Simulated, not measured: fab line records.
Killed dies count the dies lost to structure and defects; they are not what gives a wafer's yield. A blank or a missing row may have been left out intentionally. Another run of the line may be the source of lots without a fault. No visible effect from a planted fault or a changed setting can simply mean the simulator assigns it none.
Struck lot and sound lot, side by side || flow n5Finfet || 16 steps out of a route of 1938
Sound: these wafers, L279.2, L279.4, L279.5. The struck wafers were L273.1, L273.2, L273.4. The cause comes at the end.
Per side, at each step with rows, come the tool, then ch with its chambers, and then its first start. Under that, the readings that differ: sound wafers || struck wafers || difference of the means || sigmas: that difference in standard deviations of wafers without a fault.
alike: same words and numbers on both sides, and readings whose means sit less than 2 such deviations apart. not compared: any withheld reading, any reading some wafer has no value for, any bound like >300 that may hide the same value, and any number with overlapping values for which the record gives no deviation.
A row with sigmas, a row that says differs or no value, or rows on one side alone: a step with any of these is where the two part. Numbers that don't overlap but have no deviation are shown without sigmas and don't part them. A reading missing from all wafers of one side parts the sides only when that side holds two or more wafers.

N5_BEOL_M2_SPUTTER_48: material Cu, target thk 4.5 nm, time 8.29 s.
  sound on pvdSputter-03 at day 10 18:46; struck on pvdSputter-01 at day 9 01:56
  alike: chamberPressurePa, chuckGasFlowSccm, throttleValvePct
then, 2 steps without rows for these wafers: N5_BEOL_M2_ANNEAL_49 (time 240 s); N5_BEOL_M2_SPUTTER_79 (material Cu, target thk 4.5 nm, time 8.29 s).
N5_BEOL_M2_ANNEAL_80: time 240 s.
  sound on pvdSputter-03 at day 10 19:04; struck on pvdSputter-01 at day 9 02:14
  alike: heaterPowerW
then, 2 steps without rows for these wafers: N5_BEOL_M2_SPUTTER_81 (material Cu, target thk 4.5 nm, time 8.29 s); N5_BEOL_M2_ANNEAL_82 (time 240 s).
N5_BEOL_M2_SPUTTER_86: material Cu, target thk 4.5 nm, time 8.29 s.
  sound on pvdSputter-03 at day 10 19:25; struck on pvdSputter-01 at day 9 02:35
  alike: chamberPressurePa, chuckGasFlowSccm, throttleValvePct
then, 2 steps without rows for these wafers: N5_BEOL_M2_ANNEAL_87 (time 240 s); N5_BEOL_M2_SPUTTER_88 (material Cu, target thk 4.5 nm, time 8.29 s).
N5_BEOL_M2_ANNEAL_89: time 240 s.
  sound on pvdSputter-03 at day 10 19:43; struck on pvdSputter-01 at day 9 02:53
  alike: heaterPowerW
then, 1 step without rows for these wafers: N5_BEOL_M2_SPUTTER_90 (material Cu, target thk 4.5 nm, time 8.29 s).
N5_BEOL_M2_ANNEAL_91: time 240 s.
  sound on pvdSputter-03 at day 10 19:56; struck on pvdSputter-01 at day 9 03:07
  alike: heaterPowerW
N5_BEOL_M2_SPUTTER_92: material Cu, target thk 4.5 nm, time 8.29 s.
  sound on pvdSputter-03 at day 10 20:05; struck on pvdSputter-01 at day 9 03:15
  no value came back on the struck wafers for chamberPressurePa (Pa), chuckGasFlowSccm (sccm), throttleValvePct (%); on the sound wafers chamberPressurePa (Pa) reads 0.06997 0.06986 0.06994
then, 1 step without rows for these wafers: N5_BEOL_M2_ANNEAL_93 (time 240 s).
N5_BEOL_M4_RC_MEAS_101:
  sound on prober-01 ch 0, day 11 15:47; struck on prober-02 ch 0, day 9 22:49
  alike: DIBL_N, DIBL_P, IOFF_N, IOFF_P, ION_N, ION_P, SS_N, SS_P, VT_N, VT_P
-- here the record skips 4 days between the struck wafers' starts before and after, leaving off in module BEOL_M4 and picking up in module PASSIVATION (first step shown: number 1936 of the route) --
N5_PASSIVATION_PROBE_49:
  sound on prober-02 at day 15 15:59; struck on prober-02 at day 14 06:31
  alike: defectLimitedYield, killed_at_M0_to_M3, killed_at_M4_up, killedAtContacts, killedAtFrontEnd, killedAtOther, killedDies, killedOnRim, killedOpen, killedShort, sort_bin_5_function, sort_bin_6_memory, sort_bin_8_speed, sortNPass, sortYieldPct

## WHERE THEY PART
Only at N5_BEOL_M2_SPUTTER_92, as far as this record shows. Later steps at which nothing parts them and some readings are alike: N5_BEOL_M4_RC_MEAS_101, N5_PASSIVATION_PROBE_49.

WHY: what had been put in by the simulator
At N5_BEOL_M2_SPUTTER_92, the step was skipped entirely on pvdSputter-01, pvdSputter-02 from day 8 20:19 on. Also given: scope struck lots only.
